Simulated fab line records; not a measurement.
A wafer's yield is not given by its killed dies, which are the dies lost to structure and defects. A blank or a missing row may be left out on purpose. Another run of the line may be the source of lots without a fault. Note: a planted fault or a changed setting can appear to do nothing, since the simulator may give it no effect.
Which tool is to blame? || flow nand_harc || 12 lots, 36 wafers sampled, at 4 steps of a route of 1302

WHAT THE GAUGES READ, wafer by wafer
NHARC_A_SGD_CUT_CD_MEAS_09 targets a cd of 100 nm.
{"lot": "L905", "measured": "day 19 14:44", "on": "cd_sem-02", "cd_nm (nm)": "99.8 99.3 99.4"}
{"lot": "L906", "measured": "day 19 15:04", "on": "cd_sem-02", "cd_nm (nm)": "100.1 99.8 99.1"}
{"lot": "L909", "measured": "day 20 12:53", "on": "cd_sem-02", "cd_nm (nm)": "99.7 98.9 100.0"}
{"lot": "L911", "measured": "day 21 01:25", "on": "cd_sem-03", "cd_nm (nm)": "99.2 100.0 99.6"}
{"lot": "L912", "measured": "day 22 12:42", "on": "cd_sem-01", "cd_nm (nm)": "99.8 99.5 100.1"}
{"lot": "L915", "measured": "day 23 09:44", "on": "cd_sem-01", "cd_nm (nm)": "99.6 100.2 99.4"}
{"lot": "L921", "measured": "day 25 13:24", "on": "cd_sem-03", "cd_nm (nm)": "81.0 80.8 81.1"}
{"lot": "L920", "measured": "day 25 13:33", "on": "cd_sem-02", "cd_nm (nm)": "101.2 100.8 100.4"}
{"lot": "L923", "measured": "day 27 07:37", "on": "cd_sem-01", "cd_nm (nm)": "85.4 85.6 86.1"}
{"lot": "L924", "measured": "day 27 08:10", "on": "cd_sem-01", "cd_nm (nm)": "87.0 86.9 87.1"}
{"lot": "L926", "measured": "day 28 02:03", "on": "cd_sem-03", "cd_nm (nm)": "86.7 86.2 85.9"}
{"lot": "L927", "measured": "day 29 02:39", "on": "cd_sem-01", "cd_nm (nm)": "99.9 100.0 99.9"}

TOOL THAT RAN EACH LOT (tool first, then ch and the chambers of the sampled wafers, then the start)
{"lot": "L905", "NHARC_A_STAIRCASE_DEP_322": "pecvd-03 ch 0,1, day 18 12:14", "NHARC_A_STAIRCASE_STRIP_475": "rie_diel-01 ch 0,1,3, day 19 13:14", "NHARC_A_SGD_CUT_EXPOSE_06": "arfi_scanner-02 ch 0, day 19 14:35"}
{"lot": "L906", "NHARC_A_STAIRCASE_DEP_322": "pecvd-01 ch 0,2, day 18 12:19", "NHARC_A_STAIRCASE_STRIP_475": "rie_diel-10 ch 1,2,3, day 19 14:56 or earlier", "NHARC_A_SGD_CUT_EXPOSE_06": "arfi_scanner-01 ch 0, day 19 14:56"}
{"lot": "L909", "NHARC_A_STAIRCASE_DEP_322": "pecvd-03 ch 0,2, day 19 11:28", "NHARC_A_STAIRCASE_STRIP_475": "rie_diel-10 ch 1,3, day 20 12:44 or earlier", "NHARC_A_SGD_CUT_EXPOSE_06": "arfi_scanner-01 ch 0, day 20 12:44"}
{"lot": "L911", "NHARC_A_STAIRCASE_DEP_322": "pecvd-02 ch 0,1, day 20 01:18", "NHARC_A_STAIRCASE_STRIP_475": "rie_diel-10 ch 0,1,3, day 21 01:16 or earlier", "NHARC_A_SGD_CUT_EXPOSE_06": "arfi_scanner-03 ch 0, day 21 01:16"}
{"lot": "L912", "NHARC_A_STAIRCASE_DEP_322": "pecvd-01 ch 1,2, day 21 07:38", "NHARC_A_STAIRCASE_STRIP_475": "rie_diel-08 ch 0,1,2, day 22 12:34 or earlier", "NHARC_A_SGD_CUT_EXPOSE_06": "arfi_scanner-03 ch 0, day 22 12:34"}
{"lot": "L915", "NHARC_A_STAIRCASE_DEP_322": "pecvd-01 ch 0,1,2, day 22 10:23", "NHARC_A_STAIRCASE_STRIP_475": "rie_diel-01 ch 0,1,2, day 23 09:36 or earlier", "NHARC_A_SGD_CUT_EXPOSE_06": "arfi_scanner-03 ch 0, day 23 09:36"}
{"lot": "L921", "NHARC_A_STAIRCASE_DEP_322": "pecvd-03 ch 0,1,2, day 24 12:59", "NHARC_A_STAIRCASE_STRIP_475": "rie_diel-10 ch 0,2,3, day 25 13:16 or earlier", "NHARC_A_SGD_CUT_EXPOSE_06": "arfi_scanner-01 ch 0, day 25 13:16"}
{"lot": "L920", "NHARC_A_STAIRCASE_DEP_322": "pecvd-02 ch 0,1, day 24 13:14", "NHARC_A_STAIRCASE_STRIP_475": "rie_diel-01 ch 1,3, day 25 13:25 or earlier", "NHARC_A_SGD_CUT_EXPOSE_06": "arfi_scanner-02 ch 0, day 25 13:25"}
{"lot": "L923", "NHARC_A_STAIRCASE_DEP_322": "pecvd-03 ch 0,2, day 26 04:57", "NHARC_A_STAIRCASE_STRIP_475": "rie_diel-10 ch 0,1, day 27 07:29 or earlier", "NHARC_A_SGD_CUT_EXPOSE_06": "arfi_scanner-01 ch 0, day 27 07:29"}
{"lot": "L924", "NHARC_A_STAIRCASE_DEP_322": "pecvd-01 ch 0,2, day 26 05:00", "NHARC_A_STAIRCASE_STRIP_475": "rie_diel-08 ch 0,3, day 27 08:02 or earlier", "NHARC_A_SGD_CUT_EXPOSE_06": "arfi_scanner-01 ch 0, day 27 08:02"}
{"lot": "L926", "NHARC_A_STAIRCASE_DEP_322": "pecvd-02 ch 0,1,2, day 27 00:08", "NHARC_A_STAIRCASE_STRIP_475": "rie_diel-01 ch 0,1,3, day 28 01:55 or earlier", "NHARC_A_SGD_CUT_EXPOSE_06": "arfi_scanner-01 ch 0, day 28 01:55"}
{"lot": "L927", "NHARC_A_STAIRCASE_DEP_322": "pecvd-03 ch 0,1,2, day 28 01:19", "NHARC_A_STAIRCASE_STRIP_475": "rie_diel-08 ch 0,2,3, day 29 02:31 or earlier", "NHARC_A_SGD_CUT_EXPOSE_06": "arfi_scanner-03 ch 0, day 29 02:31"}
- NHARC_A_STAIRCASE_DEP_322: deposits SiO2, target thk 7200 nm.
- NHARC_A_STAIRCASE_STRIP_475: strips in O2, time 20 s.
- NHARC_A_SGD_CUT_EXPOSE_06: exposes mask SGD.

AS READ BY THE TOOLS THEMSELVES (means over the sampled wafers that have a number; for cases with no such wafer, the mark the record gives instead)
NHARC_A_STAIRCASE_DEP_322.
{"lot": "L905", "tool": "pecvd-03", "heater_power_w (W)": 610}
{"lot": "L906", "tool": "pecvd-01", "heater_power_w (W)": 716}
{"lot": "L909", "tool": "pecvd-03", "heater_power_w (W)": 667}
{"lot": "L911", "tool": "pecvd-02", "heater_power_w (W)": 659}
{"lot": "L912", "tool": "pecvd-01", "heater_power_w (W)": 660}
{"lot": "L915", "tool": "pecvd-01", "heater_power_w (W)": 653}
{"lot": "L921", "tool": "pecvd-03", "heater_power_w (W)": 685}
{"lot": "L920", "tool": "pecvd-02", "heater_power_w (W)": 685}
{"lot": "L923", "tool": "pecvd-03", "heater_power_w (W)": 649}
{"lot": "L924", "tool": "pecvd-01", "heater_power_w (W)": 674}
{"lot": "L926", "tool": "pecvd-02", "heater_power_w (W)": 711}
{"lot": "L927", "tool": "pecvd-03", "heater_power_w (W)": 709}

NHARC_A_STAIRCASE_STRIP_475.
{"lot": "L905", "tool": "rie_diel-01", "drypump_motor_current_A (A)": 5.75, "oes_product_au (a.u.)": 0.988, "rf_vpp_V (V)": 58.0, "showerhead_plenum_p_Torr (Torr)": 3.44, "throttle_valve_pct (%)": 17.038}
{"lot": "L906", "tool": "rie_diel-10", "drypump_motor_current_A (A)": 5.59, "oes_product_au (a.u.)": 1.005, "rf_vpp_V (V)": 57.9, "showerhead_plenum_p_Torr (Torr)": 3.62, "throttle_valve_pct (%)": 17.040}
{"lot": "L909", "tool": "rie_diel-10", "drypump_motor_current_A (A)": 5.89, "oes_product_au (a.u.)": 1.005, "rf_vpp_V (V)": 58.0, "showerhead_plenum_p_Torr (Torr)": 3.62, "throttle_valve_pct (%)": 17.037}
{"lot": "L911", "tool": "rie_diel-10", "drypump_motor_current_A (A)": 5.82, "oes_product_au (a.u.)": 1.012, "rf_vpp_V (V)": 57.0, "showerhead_plenum_p_Torr (Torr)": 3.60, "throttle_valve_pct (%)": 17.042}
{"lot": "L912", "tool": "rie_diel-08", "drypump_motor_current_A (A)": 5.71, "oes_product_au (a.u.)": 1.009, "rf_vpp_V (V)": 57.4, "showerhead_plenum_p_Torr (Torr)": 3.45, "throttle_valve_pct (%)": 17.041}
{"lot": "L915", "tool": "rie_diel-01", "drypump_motor_current_A (A)": 5.88, "oes_product_au (a.u.)": 0.995, "rf_vpp_V (V)": 57.2, "showerhead_plenum_p_Torr (Torr)": 3.41, "throttle_valve_pct (%)": 17.036}
{"lot": "L921", "tool": "rie_diel-10", "drypump_motor_current_A (A)": 5.67, "oes_product_au (a.u.)": 1.001, "rf_vpp_V (V)": 57.9, "showerhead_plenum_p_Torr (Torr)": 3.49, "throttle_valve_pct (%)": 17.030}
{"lot": "L920", "tool": "rie_diel-01", "drypump_motor_current_A (A)": 5.79, "oes_product_au (a.u.)": 0.999, "rf_vpp_V (V)": 57.6, "showerhead_plenum_p_Torr (Torr)": 3.39, "throttle_valve_pct (%)": 17.044}
{"lot": "L923", "tool": "rie_diel-10", "drypump_motor_current_A (A)": 5.78, "oes_product_au (a.u.)": 0.992, "rf_vpp_V (V)": 57.7, "showerhead_plenum_p_Torr (Torr)": 3.56, "throttle_valve_pct (%)": 17.026}
{"lot": "L924", "tool": "rie_diel-08", "drypump_motor_current_A (A)": 5.80, "oes_product_au (a.u.)": 1.004, "rf_vpp_V (V)": 58.3, "showerhead_plenum_p_Torr (Torr)": 3.66, "throttle_valve_pct (%)": 17.033}
{"lot": "L926", "tool": "rie_diel-01", "drypump_motor_current_A (A)": 5.75, "oes_product_au (a.u.)": 1.000, "rf_vpp_V (V)": 57.7, "showerhead_plenum_p_Torr (Torr)": 3.40, "throttle_valve_pct (%)": 17.045}
{"lot": "L927", "tool": "rie_diel-08", "drypump_motor_current_A (A)": 5.87, "oes_product_au (a.u.)": 1.005, "rf_vpp_V (V)": 57.7, "showerhead_plenum_p_Torr (Torr)": 3.50, "throttle_valve_pct (%)": 17.032}

NHARC_A_SGD_CUT_EXPOSE_06.
{"lot": "L905", "tool": "arfi_scanner-02", "exposure_dose_mJ_cm2": 85.5}
{"lot": "L906", "tool": "arfi_scanner-01", "exposure_dose_mJ_cm2": 87.1}
{"lot": "L909", "tool": "arfi_scanner-01", "exposure_dose_mJ_cm2": 87.2}
{"lot": "L911", "tool": "arfi_scanner-03", "exposure_dose_mJ_cm2": 86.8}
{"lot": "L912", "tool": "arfi_scanner-03", "exposure_dose_mJ_cm2": 86.7}
{"lot": "L915", "tool": "arfi_scanner-03", "exposure_dose_mJ_cm2": 86.8}
{"lot": "L921", "tool": "arfi_scanner-01", "exposure_dose_mJ_cm2": 63.7}
{"lot": "L920", "tool": "arfi_scanner-02", "exposure_dose_mJ_cm2": 85.4}
{"lot": "L923", "tool": "arfi_scanner-01", "exposure_dose_mJ_cm2": 68.5}
{"lot": "L924", "tool": "arfi_scanner-01", "exposure_dose_mJ_cm2": 70.8}
{"lot": "L926", "tool": "arfi_scanner-01", "exposure_dose_mJ_cm2": 70.9}
{"lot": "L927", "tool": "arfi_scanner-03", "exposure_dose_mJ_cm2": 86.8}

THE ANSWER, worked out from the rows above alone
Rule: the lots themselves supply what counts as usual. Put in order of their means at a reading, lots are off if they are a third of the lots or fewer, leave a main group of 4 or more, and stand apart from it by a gap of 3 or more times the standard deviation of the main group's means; of several such gaps the widest counts. Not used: any main group whose means are identical at the precision the tables above print for the reading. A lot without any number at a reading at which 4 lots or more have one is off too. Any other lot the step has rows for is counted as sound. The gauges are gone through in route order, then the tools' own readings, and for those a lot's mean is taken as printed above. At the first step where some lot is off, the reading lying furthest off is the one used; lots without a number count as furthest.
Off: L921, L923, L924, L926, at NHARC_A_SGD_CUT_CD_MEAS_09 (cd_nm). Mean 99.8 nm and standard deviation 0.39 in the main group.
A tool fits if, at a process step before that reading, it ran every lot that is off, and no sound lot after the first of them. Not tried: the gauges at NHARC_A_SGD_CUT_CD_MEAS_09; whatever is off there is also off at NHARC_A_SGD_CUT_EXPOSE_06, on other tools, and gauge error can't account for it. NHARC_A_STAIRCASE_STRIP_475 gives no start for some lots, so the hours and the order of its lots are those of NHARC_A_SGD_CUT_EXPOSE_06. One fits: NHARC_A_SGD_CUT_EXPOSE_06 on arfi_scanner-01. A fault onset in the window from L909 (day 20 12:44, its last sound lot) to L921 (day 25 13:16, its first lot off) fits.
The tool's own readings at NHARC_A_SGD_CUT_EXPOSE_06 bear it out: on the lots that are off they differ by more than 5 times the standard deviation of the sound lots' means. exposure_dose_mJ_cm2 reads 68.5 there against 86.5 on the sound lots.

WHAT WAS PUT IN BY THE SIMULATOR
Process parameters drifting: arfi_scanner-01 at NHARC_A_SGD_CUT_EXPOSE_06, beginning at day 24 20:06. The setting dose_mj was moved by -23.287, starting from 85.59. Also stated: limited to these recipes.
Shown lots that were struck: L921, L923, L924, L926. The rule given above showed the same thing.
